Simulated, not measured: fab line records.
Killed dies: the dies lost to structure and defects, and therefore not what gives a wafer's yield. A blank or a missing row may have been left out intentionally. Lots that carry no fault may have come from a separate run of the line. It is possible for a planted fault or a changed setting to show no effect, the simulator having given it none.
The tool behind it: which one? || flow n5 finfet || 12 lots with 36 wafers sampled at 2 steps, on a route of 1938 steps

## WHAT THE GAUGES READ, wafer by wafer
N5_BEOL_M5_INSPECT_58: inspects for defects (darkfield). Usual: raw defect count 68, standard deviation 23.
{"lot": "L450", "measured": "day 8 14:26", "on": "defect inspect-02", "raw defect count": "77 41 20", "flag": ""}
{"lot": "L451", "measured": "day 8 21:23", "on": "defect inspect-01", "raw defect count": "86 142 81", "flag": ""}
{"lot": "L452", "measured": "day 8 23:35", "on": "defect inspect-02", "raw defect count": "91 58 98", "flag": ""}
{"lot": "L453", "measured": "day 9 11:09", "on": "defect inspect-02", "raw defect count": "58 42 45", "flag": ""}
{"lot": "L458", "measured": "day 10 09:58", "on": "defect inspect-02", "raw defect count": "49 62 70", "flag": ""}
{"lot": "L456", "measured": "day 10 10:37", "on": "defect inspect-02", "raw defect count": "74 65 104", "flag": ""}
{"lot": "L457", "measured": "day 10 17:26", "on": "defect inspect-02", "raw defect count": "83 93 76", "flag": ""}
{"lot": "L463", "measured": "day 11 21:48", "on": "defect inspect-01", "raw defect count": "32 68 85", "flag": ""}
{"lot": "L466", "measured": "day 12 13:29", "on": "defect inspect-01", "raw defect count": "41 36 47", "flag": ""}
{"lot": "L468", "measured": "day 12 19:50", "on": "defect inspect-02", "raw defect count": "77 87 96", "flag": ""}
{"lot": "L471", "measured": "day 13 22:28", "on": "defect inspect-01", "raw defect count": "43 52 71", "flag": ""}
{"lot": "L472", "measured": "day 14 04:28", "on": "defect inspect-02", "raw defect count": "79 44 121", "flag": ""}

## EACH LOT AND THE TOOL THAT RAN IT (in order: tool; ch and the chambers of the sampled wafers; start)
{"lot": "L450", "N5_BEOL_M5_SPUTTER_88": "pvd sputter-01, day 8 12:16"}
{"lot": "L451", "N5_BEOL_M5_SPUTTER_88": "pvd sputter-03, day 8 19:13"}
{"lot": "L452", "N5_BEOL_M5_SPUTTER_88": "pvd sputter-01, day 8 21:25"}
{"lot": "L453", "N5_BEOL_M5_SPUTTER_88": "pvd sputter-01, day 9 08:56"}
{"lot": "L458", "N5_BEOL_M5_SPUTTER_88": "pvd sputter-03, day 10 07:48"}
{"lot": "L456", "N5_BEOL_M5_SPUTTER_88": "pvd sputter-02, day 10 08:26"}
{"lot": "L457", "N5_BEOL_M5_SPUTTER_88": "pvd sputter-02, day 10 15:16"}
{"lot": "L463", "N5_BEOL_M5_SPUTTER_88": "pvd sputter-03, day 11 19:38"}
{"lot": "L466", "N5_BEOL_M5_SPUTTER_88": "pvd sputter-02, day 12 11:14"}
{"lot": "L468", "N5_BEOL_M5_SPUTTER_88": "pvd sputter-02, day 12 17:40"}
{"lot": "L471", "N5_BEOL_M5_SPUTTER_88": "pvd sputter-01, day 13 20:10"}
{"lot": "L472", "N5_BEOL_M5_SPUTTER_88": "pvd sputter-02, day 14 02:17"}
- N5_BEOL_M5_SPUTTER_88: material Cu, target thk 15 nm, time 27.62 s.

## AS READ BY THE TOOLS THEMSELVES (means over the sampled wafers that have a number; for cases with no such wafer, the mark the record gives instead)
N5_BEOL_M5_SPUTTER_88. Usual: throttle valve pct 30.3 %, standard deviation 0.85.
{"lot": "L450", "tool": "pvd sputter-01", "throttle valve pct (%)": 29.4, "flag": ""}
{"lot": "L451", "tool": "pvd sputter-03", "throttle valve pct (%)": 29.8, "flag": ""}
{"lot": "L452", "tool": "pvd sputter-01", "throttle valve pct (%)": 29.7, "flag": ""}
{"lot": "L453", "tool": "pvd sputter-01", "throttle valve pct (%)": 30.6, "flag": ""}
{"lot": "L458", "tool": "pvd sputter-03", "throttle valve pct (%)": 30.1, "flag": ""}
{"lot": "L456", "tool": "pvd sputter-02", "throttle valve pct (%)": 30.4, "flag": ""}
{"lot": "L457", "tool": "pvd sputter-02", "throttle valve pct (%)": 30.4, "flag": ""}
{"lot": "L463", "tool": "pvd sputter-03", "throttle valve pct (%)": 30.2, "flag": ""}
{"lot": "L466", "tool": "pvd sputter-02", "throttle valve pct (%)": 30.8, "flag": ""}
{"lot": "L468", "tool": "pvd sputter-02", "throttle valve pct (%)": 30.5, "flag": ""}
{"lot": "L471", "tool": "pvd sputter-01", "throttle valve pct (%)": 29.7, "flag": ""}
{"lot": "L472", "tool": "pvd sputter-02", "throttle valve pct (%)": 30.7, "flag": ""}

## THE ANSWER, worked out from the rows above alone
Rule: take the mean of a lot's wafers that have a number; if it is more than 3 standard deviations from the usual mean, the lot is off. A lot without any number at a reading at which 4 lots or more have one is off too. Where the step has rows for the other lots, those lots are counted as sound. After the gauges, taken in route order, come the tools' own readings; for these a lot's mean is taken, as printed above. The first step at which some lot is off is used, and at that step the reading that is off furthest; a lot without a number counts as furthest.
Nothing can be told from this: no lot is off at any reading shown.

## WHAT HAD BEEN PUT IN BY THE SIMULATOR
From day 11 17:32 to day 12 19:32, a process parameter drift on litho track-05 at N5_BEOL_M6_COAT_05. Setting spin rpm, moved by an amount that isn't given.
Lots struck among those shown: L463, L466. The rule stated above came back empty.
